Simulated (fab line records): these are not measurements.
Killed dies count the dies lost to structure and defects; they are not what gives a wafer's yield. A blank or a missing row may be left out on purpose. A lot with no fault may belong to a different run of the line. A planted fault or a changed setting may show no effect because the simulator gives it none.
fab line records	flow nand-harc
[record] lots = 24	wafers = 72	last-day = 33
route steps=1302 shown P_GATE@209 P_CONTACT@218 P_M1@300
lots with no fault: from the same line, run without faults
start-h: the number of hours between the record's first day and the start of the first shown wafer of the lot	wait-h: hours elapsed since this lot's preceding step	" same as the row above	L1.1+2: a row that stands for several wafers	- no value present, or no start provided	* or withheld: withheld	< > ~ a bound
route shown NAME@n: a module of which the file shows steps, and the number in the route of the first	usual: the fault-free wafers' mean and standard deviation	same: alike in all rows	chamber/n: place in a boat	sites: per-site readings	_std_site: standard deviation across them	_edge_site: the outer-site mean with the inner-site mean subtracted	radius-mm: how far each site lies from the wafer's centre	mask NAME#n: copy n	behind: tool/chamber where the wafer was last shaped	hold: the reason the lot was held/the length of the hold in hours/how it ended	device: the n, p or np transistor that did not switch	end of line: tests run on the same wafers once the route is complete	where a step has no rows: the recipe by itself	killed: at the first sort, the dies lost to defects and structure; wafer yield is something else	map: a wafer's dies, x killed, . not, _ none there
set.NAME: the run value of the setting; set.NAME@STEP: its run value at that earlier step	model.NAME: the simulator's own value behind a step, which no gauge read
one table for each step of the route and one row for each wafer, over a sample of lots
services: when a tool's chamber went out of use (start-h, in hours from the record's first day, below 0 if earlier), for how many hours, and the reason
[[steps]]
[step NHARC_P_GATE_DEGAS_109]
[recipe] temp-c = 300	time-s = 60
[usual] heater-power-w = 459/38
lot.wafer	tool	chamber	start-h	wait-h	heater-power-w
L074.4	pvd-sputter-03	-	109.82	0.1	476
L074.1	"	-	"	"	459
L074.2	"	-	"	"	511
L075.2	pvd-sputter-03	-	125.33	0.1	500
L075.6	"	-	"	"	494
L075.5	"	-	"	"	421
L076.2	pvd-sputter-02	-	128.88	0.1	483
L076.1	"	-	"	"	391
L076.5	"	-	"	"	478
L077.3	pvd-sputter-02	-	144.53	0.1	474
L077.2	"	-	"	"	413
L077.6	"	-	"	"	466
L078.1	pvd-sputter-01	-	153.38	0.1	530
L078.3	"	-	"	"	423
L078.5	"	-	"	"	489
L079.2	pvd-sputter-01	-	163.38	0.1	425
L079.5	"	-	"	"	510
L079.6	"	-	"	"	422
L080.1	pvd-sputter-02	-	177.84	0.1	418
L080.3	"	-	"	"	388
L080.5	"	-	"	"	463
L081.3	pvd-sputter-02	-	192.48	0.1	409
L081.4	"	-	"	"	389
L081.6	"	-	"	"	463
L082.1	pvd-sputter-03	-	195.14	0.1	453
L082.4	"	-	"	"	456
L082.6	"	-	"	"	430
L083.2	pvd-sputter-03	-	210.60	0.1	498
L083.4	"	-	"	"	446
L083.6	"	-	"	"	469
L085.3	pvd-sputter-03	-	225.15	0.1	439
L085.2	"	-	"	"	456
L085.1	"	-	"	"	472
L084.3	pvd-sputter-02	-	225.54	0.1	401
L084.2	"	-	"	"	464
L084.5	"	-	"	"	393
L086.3	pvd-sputter-03	-	235.86	0.1	459
L086.6	"	-	"	"	501
L086.5	"	-	"	"	429
L088.4	pvd-sputter-01	-	256.75	0.1	522
L088.6	"	-	"	"	476
L088.5	"	-	"	"	530
L087.2	pvd-sputter-02	-	258.10	0.1	489
L087.1	"	-	"	"	413
L087.6	"	-	"	"	391
L089.1	pvd-sputter-02	-	269.29	0.1	477
L089.3	"	-	"	"	416
L089.6	"	-	"	"	463
L090.1	pvd-sputter-02	-	276.25	0.1	407
L090.3	"	-	"	"	475
L090.5	"	-	"	"	423
L091.3	pvd-sputter-01	-	286.80	0.1	523
L091.4	"	-	"	"	482
L091.6	"	-	"	"	517
L092.2	pvd-sputter-02	-	298.50	0.1	463
L092.1	"	-	"	"	415
L092.3	"	-	"	"	401
L093.1	pvd-sputter-02	-	299.34	0.1	424
L093.3	"	-	"	"	384
L093.2	"	-	"	"	455
L094.2	pvd-sputter-01	-	309.38	0.1	428
L094.1	"	-	"	"	481
L094.4	"	-	"	"	516
L095.3	pvd-sputter-01	-	321.98	0.1	469
L095.2	"	-	"	"	525
L095.6	"	-	"	"	516
L096.2	pvd-sputter-03	-	337.75	0.1	453
L096.1	"	-	"	"	451
L096.6	"	-	"	"	465
L097.3	pvd-sputter-03	-	345.51	0.1	446
L097.2	"	-	"	"	498
L097.6	"	-	"	"	435
[step NHARC_P_CONTACT_DEP_00]
[recipe] target-thk-a = 5000	temp-c = 400	pressure-torr = 6.5	rf-w = 900	teos-flow-sccm = 161.4	flow-sccm = 2650	target-thk-nm = 500	gas = O2	material = SiO2
[usual] heater-power-w = 613/130	throttle-valve-pct = 15.6/0.46
lot.wafer	tool	chamber	start-h	wait-h	heater-power-w	throttle-valve-pct
L074.1	pecvd-01	1	-	-	507	16.0
L074.2	"	0	"	"	695	16.2
L074.4	"	2	"	"	706	16.2
L075.2	pecvd-01	0	126.70	0.3	759	16.5
L075.5	"	0	"	"	806	16.5
L075.6	"	2	"	"	621	16.6
L076.1	pecvd-03	1	-	-	526	16.1
L076.2	"	2	"	"	607	15.5
L076.5	"	0	"	"	569	15.5
L077.2	pecvd-01	2	-	-	662	16.2
L077.3	"	0	"	"	719	15.8
L077.6	"	0	"	"	763	15.5
L078.1	pecvd-02	1	-	-	710	15.2
L078.3	"	2	"	"	330	14.9
L078.5	"	2	"	"	362	14.7
L079.2	pecvd-02	2	-	-	413	14.8
L079.5	"	2	"	"	297	15.0
L079.6	"	0	"	"	430	15.6
L080.3	pecvd-02	2	-	-	342	14.8
L080.1	"	0	"	"	559	15.4
L080.5	"	1	"	"	644	15.1
L081.3	pecvd-01	0	-	-	868	15.6
L081.6	"	1	"	"	610	15.5
L081.4	"	2	"	"	636	16.0
L082.1	pecvd-01	0	-	-	823	15.7
L082.4	"	0	"	"	864	15.8
L082.6	"	1	"	"	467	15.7
L083.2	pecvd-03	2	-	-	618	15.1
L083.4	"	0	"	"	569	15.5
L083.6	"	2	"	"	644	15.0
L085.1	pecvd-01	1	-	-	511	15.6
L085.3	"	2	"	"	726	16.3
L085.2	"	0	"	"	853	15.6
L084.3	pecvd-02	1	-	-	730	15.4
L084.2	"	2	"	"	409	14.9
L084.5	"	0	"	"	495	15.7
L086.3	pecvd-03	2	-	-	680	14.7
L086.5	"	2	"	"	537	15.3
L086.6	"	1	"	"	553	15.7
L088.4	pecvd-01	0	258.38	0.3	737	15.8
L088.6	"	0	"	"	776	15.9
L088.5	"	2	"	"	554	16.0
L087.2	pecvd-03	1	-	-	596	15.5
L087.1	"	2	"	"	669	15.0
L087.6	"	1	"	"	618	15.6
L089.3	pecvd-03	2	-	-	657	15.1
L089.1	"	0	"	"	591	15.4
L089.6	"	2	"	"	676	15.0
L090.1	pecvd-01	2	-	-	588	16.5
L090.3	"	0	"	"	814	15.8
L090.5	"	0	"	"	834	15.5
L091.3	pecvd-01	1	288.55	0.3	523	15.5
L091.4	"	2	"	"	674	16.1
L091.6	"	2	"	"	685	16.4
L092.3	pecvd-02	0	-	-	465	15.7
L092.1	"	1	"	"	824	15.2
L092.2	"	2	"	"	348	15.1
L093.3	pecvd-03	1	-	-	618	16.0
L093.2	"	2	"	"	692	15.0
L093.1	"	0	"	"	623	15.4
L094.1	pecvd-02	1	-	-	808	14.9
L094.2	"	2	"	"	429	15.2
L094.4	"	2	"	"	446	15.1
L095.3	pecvd-02	2	-	-	379	15.4
L095.2	"	0	"	"	414	15.5
L095.6	"	2	"	"	400	15.0
L096.1	pecvd-01	0	-	-	763	16.5
L096.2	"	1	"	"	608	15.8
L096.6	"	2	"	"	589	16.2
L097.2	pecvd-01	1	-	-	551	16.0
L097.3	"	0	"	"	682	16.2
L097.6	"	2	"	"	735	16.3
[step NHARC_P_CONTACT_DESCUM_17]
[recipe] time-s = 3	o2-flow-sccm = 200	ar-flow-sccm = 0	bias-power-w = 0	chemistry = O2
[usual] drypump-motor-current-A = 5.7/0.45	oes-product-au = 1.005/0.011	rf-vpp-V = 57.6/0.83	showerhead-plenum-p-Torr = 1.88/0.065	throttle-valve-pct = 11.312/0.0093
lot.wafer	tool	chamber	start-h	wait-h	drypump-motor-current-A	oes-product-au	rf-hours-counter-h	rf-vpp-V	showerhead-plenum-p-Torr	throttle-valve-pct
L074.4	rie-diel-13	2	112.57	0.1	5.8	1.012	7.9	56.8	1.82	11.305
L074.1	"	3	"	"	6.8	0.996	5.7	58.5	1.92	11.308
L074.2	"	1	"	"	5.7	1.014	8.0	57.6	1.95	11.314
L075.2	rie-diel-02	3	128.33	0.1	5.6	1.003	1.1	58.5	1.94	11.307
L075.6	"	3	"	"	5.6	1.006	-	57.9	1.94	11.316
L075.5	"	0	"	"	5.5	1.010	-	57.1	1.99	11.292
L076.2	rie-diel-13	2	131.54	0.1	5.8	1.007	8.7	57.0	1.82	11.292
L076.1	"	0	"	"	5.5	1.000	7.9	57.3	1.93	11.303
L076.5	"	2	"	"	5.8	1.013	-	57.1	1.82	11.301
L077.2	rie-diel-13	0	147.50	0.1	5.5	0.993	8.9	58.4	1.93	11.301
L077.3	"	2	"	"	5.8	1.006	9.9	57.3	1.82	11.302
L077.6	"	3	"	"	6.8	1.009	-	58.8	1.92	11.332
L078.3	rie-diel-03	2	156.00	0.1	5.0	1.016	0.6	57.7	1.80	11.305
L078.1	"	1	"	"	5.2	1.030	0.7	57.4	1.78	11.331
L078.5	"	2	"	"	5.0	1.008	-	55.9	1.80	11.326
L079.2	rie-diel-03	0	166.12	0.1	6.2	1.008	1.2	57.0	1.84	11.329
L079.6	"	3	"	"	5.7	1.003	-	58.3	1.84	11.305
L079.5	"	0	"	"	6.2	0.991	-	55.8	1.84	11.307
L080.1	rie-diel-13	3	180.88	0.1	6.8	0.998	0.1	57.7	1.92	11.316
L080.3	"	2	"	"	5.8	1.004	0.1	58.1	1.82	11.305
L080.5	"	0	"	"	5.5	0.985	-	57.1	1.93	11.311
L081.4	rie-diel-03	0	195.21	0.1	6.2	0.996	1.8	57.9	1.84	11.321
L081.3	"	2	"	"	5.0	1.002	1.6	56.9	1.80	11.319
L081.6	"	0	"	"	6.2	1.004	-	58.6	1.84	11.296
L082.4	rie-diel-02	1	198.72	0.1	6.1	0.977	2.8	56.3	1.79	11.316
L082.1	"	3	"	"	5.6	1.017	2.6	57.2	1.94	11.311
L082.6	"	0	"	"	5.5	1.020	-	56.6	1.99	11.309
L083.2	rie-diel-02	3	213.25	0.1	5.6	1.013	3.1	58.3	1.94	11.315
L083.4	"	0	"	"	5.5	1.008	2.9	57.5	1.99	11.301
L083.6	"	3	"	"	5.6	1.015	-	57.4	1.94	11.314
L085.2	rie-diel-03	2	227.91	0.1	5.0	0.991	2.3	58.6	1.80	11.309
L085.3	"	3	"	"	5.7	1.002	2.1	57.3	1.84	11.308
L085.1	"	1	"	"	5.2	1.005	2.6	58.4	1.78	11.314
L084.2	rie-diel-13	0	228.29	0.1	5.5	1.004	1.8	58.8	1.93	11.298
L084.3	"	2	"	"	5.8	1.010	1.9	56.7	1.82	11.306
L084.5	"	0	"	"	5.5	1.011	-	58.5	1.92	11.304
L086.3	rie-diel-02	2	238.67	0.1	5.4	0.984	0.3	57.7	1.85	11.314
L086.6	"	2	"	"	5.4	0.988	-	56.6	1.85	11.301
L086.5	"	3	"	"	5.6	1.008	-	57.7	1.94	11.300
L088.4	rie-diel-02	3	259.76	0.1	5.6	1.014	1.0	59.6	1.94	11.315
L088.5	"	2	"	"	5.4	0.994	-	56.5	1.85	11.318
L088.6	"	3	"	"	5.6	1.022	-	58.0	1.94	11.309
L087.1	rie-diel-03	0	260.83	0.1	6.2	0.988	3.2	55.2	1.84	11.321
L087.2	"	1	"	"	5.2	1.004	3.7	57.8	1.78	11.313
L087.6	"	0	"	"	6.2	0.999	-	57.6	1.84	11.326
L089.1	rie-diel-03	3	272.03	0.1	5.7	1.002	3.5	57.5	1.84	11.301
L089.3	"	0	"	"	6.3	1.000	3.5	57.1	1.84	11.326
L089.6	"	2	"	"	5.0	1.004	-	57.4	1.80	11.322
L090.3	rie-diel-02	1	279.00	0.1	6.0	0.998	1.5	57.5	1.79	11.316
L090.1	"	0	"	"	5.4	1.011	1.4	58.5	1.99	11.306
L090.5	"	1	"	"	6.0	1.005	-	56.3	1.79	11.298
L091.4	rie-diel-02	3	290.05	0.1	5.5	1.026	2.1	57.5	1.94	11.315
L091.3	"	1	"	"	6.1	1.007	2.1	57.6	1.79	11.304
L091.6	"	2	"	"	5.4	0.990	-	58.9	1.85	11.311
L092.2	rie-diel-02	1	301.26	0.1	6.1	1.009	2.7	58.4	1.79	11.303
L092.1	"	3	"	"	5.6	1.006	2.6	58.6	1.94	11.324
L092.3	"	0	"	"	5.5	1.008	2.4	58.0	1.99	11.338
L093.2	rie-diel-13	0	301.97	0.1	5.5	1.008	6.8	56.7	1.92	11.316
L093.3	"	2	"	"	5.8	1.011	5.9	57.1	1.82	11.318
L093.1	"	3	"	"	6.8	1.011	6.4	58.6	1.92	11.325
L094.1	rie-diel-13	1	312.01	0.1	5.8	1.020	7.8	59.0	1.94	11.328
L094.2	"	0	"	"	5.5	1.005	7.2	57.0	1.92	11.329
L094.4	"	1	"	"	5.8	1.016	-	58.6	1.94	11.320
L095.3	rie-diel-02	2	324.59	0.1	5.4	1.006	3.6	58.4	1.85	11.309
L095.2	"	1	"	"	6.1	0.996	3.5	56.7	1.79	11.298
L095.6	"	2	"	"	5.4	0.995	-	57.5	1.85	11.323
L096.1	rie-diel-13	0	340.39	0.1	5.5	1.009	8.8	58.0	1.92	11.310
L096.2	"	1	"	"	5.7	1.033	9.1	56.2	1.94	11.312
L096.6	"	3	"	"	6.8	1.009	-	57.4	1.92	11.317
L097.2	rie-diel-03	0	348.31	0.1	6.2	0.988	1.0	57.0	1.84	11.305
L097.3	"	1	"	"	5.2	1.006	1.0	56.4	1.78	11.297
L097.6	"	3	"	"	5.7	1.019	-	57.0	1.84	11.306
[step NHARC_P_CONTACT_INSPECT_27]
[usual] raw-defect-count = 308/130
lot.wafer	tool	chamber	start-h	wait-h	raw-defect-count
L074.1	defect-inspect-02	-	115.74	0.1	167
L074.2	"	-	"	"	123
L074.4	"	-	"	"	218
L075.2	defect-inspect-02	-	131.41	0.1	222
L075.5	"	-	"	"	235
L075.6	"	-	"	"	320
L076.1	defect-inspect-02	-	134.61	0.1	127
L076.2	"	-	"	"	181
L076.5	"	-	"	"	164
L077.2	defect-inspect-02	-	150.58	0.1	295
L077.3	"	-	"	"	276
L077.6	"	-	"	"	233
L078.1	defect-inspect-01	-	159.07	0.1	338
L078.3	"	-	"	"	197
L078.5	"	-	"	"	174
L079.2	defect-inspect-02	-	169.29	0.1	107
L079.5	"	-	"	"	363
L079.6	"	-	"	"	244
L080.1	defect-inspect-01	-	183.94	0.1	322
L080.3	"	-	"	"	230
L080.5	"	-	"	"	427
L081.3	defect-inspect-01	-	198.30	0.1	333
L081.4	"	-	"	"	294
L081.6	"	-	"	"	405
L082.1	defect-inspect-01	-	201.79	0.1	181
L082.4	"	-	"	"	214
L082.6	"	-	"	"	127
L083.2	defect-inspect-01	-	216.33	0.1	336
L083.4	"	-	"	"	440
L083.6	"	-	"	"	344
L085.1	defect-inspect-02	-	230.99	0.1	334
L085.2	"	-	"	"	302
L085.3	"	-	"	"	207
L084.2	defect-inspect-01	-	231.36	0.1	163
L084.3	"	-	"	"	193
L084.5	"	-	"	"	402
L086.3	defect-inspect-02	-	241.75	0.1	715
L086.5	"	-	"	"	582
L086.6	"	-	"	"	728
L088.4	defect-inspect-02	-	262.84	0.1	578
L088.5	"	-	"	"	439
L088.6	"	-	"	"	440
L087.1	defect-inspect-01	-	263.96	0.1	162
L087.2	"	-	"	"	296
L087.6	"	-	"	"	352
L089.1	defect-inspect-02	-	275.12	0.1	147
L089.3	"	-	"	"	252
L089.6	"	-	"	"	157
L090.1	defect-inspect-02	-	282.08	0.1	238
L090.3	"	-	"	"	281
L090.5	"	-	"	"	237
L091.3	defect-inspect-02	-	293.11	0.1	344
L091.4	"	-	"	"	450
L091.6	"	-	"	"	307
L092.1	defect-inspect-02	-	304.35	0.1	184
L092.2	"	-	"	"	311
L092.3	"	-	"	"	350
L093.1	defect-inspect-01	-	305.05	0.1	476
L093.2	"	-	"	"	414
L093.3	"	-	"	"	308
L094.1	defect-inspect-01	-	315.27	0.1	253
L094.2	"	-	"	"	285
L094.4	"	-	"	"	506
L095.2	defect-inspect-01	-	327.68	0.1	281
L095.3	"	-	"	"	336
L095.6	"	-	"	"	458
L096.1	defect-inspect-01	-	343.47	0.1	426
L096.2	"	-	"	"	310
L096.6	"	-	"	"	532
L097.2	defect-inspect-02	-	351.39	0.1	456
L097.3	"	-	"	"	377
L097.6	"	-	"	"	192
[step NHARC_P_M1_ETCH_15]
[recipe] target-depth-a = 1825	time-s = 91.2	c4f8-flow-sccm = withheld	ar-flow-sccm = 400	rf-w = 600	bias-w = 300	chemistry = C4F8/Ar
[usual] bias-w = 299.9/0.9	oes-product-au = 0.951/0.021	rf-vpp-V = 440.5/2.9
lot.wafer	tool	chamber	start-h	wait-h	bias-w	oes-product-au	rf-hours-counter-h	rf-vpp-V
L074.4	rie-diel-10	0	-	-	300.1	0.966	2	441.6
L074.1	"	1	"	"	300.7	0.980	2	438.6
L074.2	"	2	"	"	299.8	0.977	3	442.7
L075.2	rie-diel-04	0	-	-	300.1	0.960	12	442.7
L075.5	"	1	"	"	300.9	0.955	-	444.3
L075.6	"	3	"	"	300.7	0.950	-	443.7
L076.2	rie-diel-04	1	-	-	299.8	0.942	11	444.3
L076.1	"	0	"	"	300.8	0.916	13	442.4
L076.5	"	3	"	"	299.5	0.921	-	444.9
L077.2	rie-diel-10	3	-	-	300.5	0.940	6	436.1
L077.3	"	0	"	"	300.4	0.960	5	441.0
L077.6	"	3	"	"	300.8	0.937	-	437.4
L078.1	rie-diel-10	3	-	-	299.8	0.952	7	437.6
L078.3	"	0	"	"	299.7	0.972	5	440.3
L078.5	"	2	"	"	300.5	0.978	-	443.2
L079.2	rie-diel-01	2	-	-	299.2	0.925	42	437.3
L079.6	"	1	"	"	299.1	0.933	-	437.0
L079.5	"	2	"	"	300.1	0.924	-	437.9
L080.3	rie-diel-10	1	-	-	300.8	0.938	7	437.5
L080.1	"	2	"	"	301.8	0.933	8	443.7
L080.5	"	3	"	"	298.6	0.917	-	437.6
L081.3	rie-diel-10	1	-	-	299.7	0.964	7	437.0
L081.4	"	2	"	"	300.1	0.920	9	444.4
L081.6	"	0	"	"	300.5	0.932	-	440.3
L082.4	rie-diel-10	0	-	-	298.4	0.939	8	440.9
L082.1	"	2	"	"	301.0	0.933	9	442.3
L082.6	"	3	"	"	300.5	0.920	-	436.3
L083.2	rie-diel-01	1	-	-	299.4	0.952	2	438.9
L083.4	"	2	"	"	298.9	0.948	2	436.3
L083.6	"	0	"	"	299.7	0.954	-	441.7
L085.2	rie-diel-04	2	-	-	301.0	0.934	4	437.7
L085.3	"	3	"	"	299.8	0.937	4	444.0
L085.1	"	1	"	"	300.9	0.930	4	443.4
L084.2	rie-diel-04	3	-	-	300.9	0.935	4	444.5
L084.3	"	0	"	"	301.3	0.951	4	441.7
L084.5	"	3	"	"	301.7	0.941	-	445.1
L086.3	rie-diel-04	3	-	-	301.7	0.967	6	444.0
L086.6	"	1	"	"	299.0	0.982	-	443.7
L086.5	"	2	"	"	300.6	0.968	-	438.8
L088.4	rie-diel-10	0	-	-	299.5	0.962	0	440.1
L088.6	"	1	"	"	299.6	0.973	-	437.7
L088.5	"	2	"	"	299.6	0.992	-	442.9
L087.2	rie-diel-10	0	-	-	300.0	0.962	0	440.1
L087.1	"	2	"	"	300.1	0.988	1	442.8
L087.6	"	0	"	"	299.1	0.959	-	440.8
L089.1	rie-diel-04	1	-	-	300.1	0.988	8	444.0
L089.3	"	2	"	"	300.5	0.986	8	436.6
L089.6	"	3	"	"	300.6	0.974	-	443.0
L090.1	rie-diel-04	3	-	-	300.4	0.926	8	445.4
L090.3	"	0	"	"	300.0	0.933	10	441.7
L090.5	"	2	"	"	300.3	0.934	-	439.7
L091.3	rie-diel-01	0	-	-	300.0	0.946	27	440.9
L091.6	"	1	"	"	301.3	0.969	-	438.9
L091.4	"	3	"	"	299.9	0.950	-	445.4
L092.3	rie-diel-10	2	-	-	300.3	0.976	4	442.4
L092.1	"	3	"	"	299.4	0.949	3	437.4
L092.2	"	0	"	"	299.4	0.960	3	440.8
L093.1	rie-diel-10	2	-	-	299.4	0.981	4	443.7
L093.3	"	0	"	"	300.9	0.967	3	440.5
L093.2	"	1	"	"	301.2	0.958	5	437.1
L094.4	rie-diel-04	2	-	-	299.8	0.966	10	439.5
L094.2	"	0	"	"	299.5	0.959	10	443.1
L094.1	"	1	"	"	299.9	0.951	9	444.2
L095.2	rie-diel-10	3	-	-	298.7	0.932	5	437.2
L095.3	"	1	"	"	297.7	0.923	6	437.4
L095.6	"	3	"	"	300.2	0.929	-	437.2
L096.1	rie-diel-10	1	-	-	300.1	0.951	7	438.3
L096.2	"	2	"	"	298.2	0.965	7	441.9
L096.6	"	1	"	"	299.8	0.955	-	438.5
L097.2	rie-diel-10	1	-	-	299.7	0.964	8	437.1
L097.3	"	2	"	"	298.4	0.974	8	443.3
L097.6	"	0	"	"	298.9	0.968	-	441.9
[step NHARC_P_M1_PVD_21]
[recipe] target-thk-a = 300	chamber-pressure-pa = 5	power-w = 5000	substrate-temp-c = 30	time-s = 20.49	material = Cu
[usual] throttle-valve-pct = 30.0/0.84
lot.wafer	tool	chamber	start-h	wait-h	throttle-valve-pct
L074.1	pvd-sputter-02	-	-	-	30.1
L074.4	"	-	"	"	28.9
L074.2	"	-	"	"	31.7
L075.2	pvd-sputter-01	-	-	-	31.0
L075.6	"	-	"	"	29.3
L075.5	"	-	"	"	31.0
L076.1	pvd-sputter-03	-	-	-	30.1
L076.2	"	-	"	"	29.5
L076.5	"	-	"	"	29.3
L077.2	pvd-sputter-02	-	-	-	31.5
L077.3	"	-	"	"	28.9
L077.6	"	-	"	"	30.4
L078.1	pvd-sputter-03	-	-	-	29.2
L078.3	"	-	"	"	28.1
L078.5	"	-	"	"	30.3
L079.2	pvd-sputter-02	-	-	-	31.4
L079.6	"	-	"	"	30.4
L079.5	"	-	"	"	30.6
L080.1	pvd-sputter-03	-	-	-	30.5
L080.3	"	-	"	"	28.9
L080.5	"	-	"	"	29.9
L081.3	pvd-sputter-01	-	-	-	30.2
L081.4	"	-	"	"	30.6
L081.6	"	-	"	"	29.2
L082.1	pvd-sputter-03	-	-	-	30.4
L082.4	"	-	"	"	29.2
L082.6	"	-	"	"	30.4
L083.4	pvd-sputter-01	-	-	-	29.3
L083.2	"	-	"	"	29.4
L083.6	"	-	"	"	30.9
L085.1	pvd-sputter-01	-	-	-	28.9
L085.2	"	-	"	"	30.8
L085.3	"	-	"	"	30.1
L084.2	pvd-sputter-02	-	-	-	31.7
L084.3	"	-	"	"	30.5
L084.5	"	-	"	"	28.7
L086.3	pvd-sputter-01	-	-	-	29.9
L086.5	"	-	"	"	30.5
L086.6	"	-	"	"	30.1
L088.4	pvd-sputter-01	-	-	-	30.3
L088.6	"	-	"	"	28.7
L088.5	"	-	"	"	31.2
L087.1	pvd-sputter-03	-	-	-	30.6
L087.2	"	-	"	"	30.2
L087.6	"	-	"	"	30.5
L089.1	pvd-sputter-02	-	-	-	30.4
L089.3	"	-	"	"	30.7
L089.6	"	-	"	"	28.7
L090.3	pvd-sputter-03	-	-	-	30.2
L090.1	"	-	"	"	29.3
L090.5	"	-	"	"	29.3
L091.4	pvd-sputter-03	-	-	-	29.2
L091.3	"	-	"	"	30.5
L091.6	"	-	"	"	29.5
L092.2	pvd-sputter-02	-	-	-	28.7
L092.3	"	-	"	"	31.6
L092.1	"	-	"	"	30.7
L093.2	pvd-sputter-01	-	-	-	30.9
L093.3	"	-	"	"	30.3
L093.1	"	-	"	"	29.0
L094.2	pvd-sputter-03	-	-	-	29.3
L094.4	"	-	"	"	30.5
L094.1	"	-	"	"	29.4
L095.2	pvd-sputter-01	-	-	-	30.7
L095.3	"	-	"	"	30.4
L095.6	"	-	"	"	30.8
L096.1	pvd-sputter-01	-	-	-	30.0
L096.2	"	-	"	"	28.9
L096.6	"	-	"	"	30.3
L097.2	pvd-sputter-01	-	-	-	30.8
L097.3	"	-	"	"	30.1
L097.6	"	-	"	"	28.5
[[services]]
tool	chamber	start-h	hours	kind
pvd-sputter-02	-	100.96	4.0	repair
rie-diel-10	0	107.78	6.4	repair
rie-diel-10	1	110.58	9.1	repair
pvd-sputter-01	-	111.53	11.3	repair
pecvd-01	1	126.30	6.8	repair
pecvd-01	-	130.00	13.0	pm
pvd-sputter-02	-	130.67	2.3	repair
pecvd-01	-	153.76	1.5	repair
pvd-sputter-01	-	157.24	1.8	repair
pecvd-01	-	162.05	0.3	repair
pvd-sputter-01	-	168.93	4.1	repair
pvd-sputter-03	-	170.04	10.0	pm
rie-diel-10	3	183.97	5.1	repair
rie-diel-10	-	192.03	2.6	repair
pvd-sputter-01	-	223.04	2.9	repair
pvd-sputter-01	-	226.67	10.0	pm
pecvd-01	1	227.25	32.9	repair
rie-diel-10	-	242.50	9.0	pm
pecvd-01	0	242.97	6.8	repair
rie-diel-10	0	257.49	6.3	repair
pvd-sputter-02	-	269.72	1.4	repair
pvd-sputter-02	-	282.96	10.0	pm
pvd-sputter-03	-	346.75	0.9	repair
pvd-sputter-03	-	348.04	10.0	pm
[[key]]
fault none
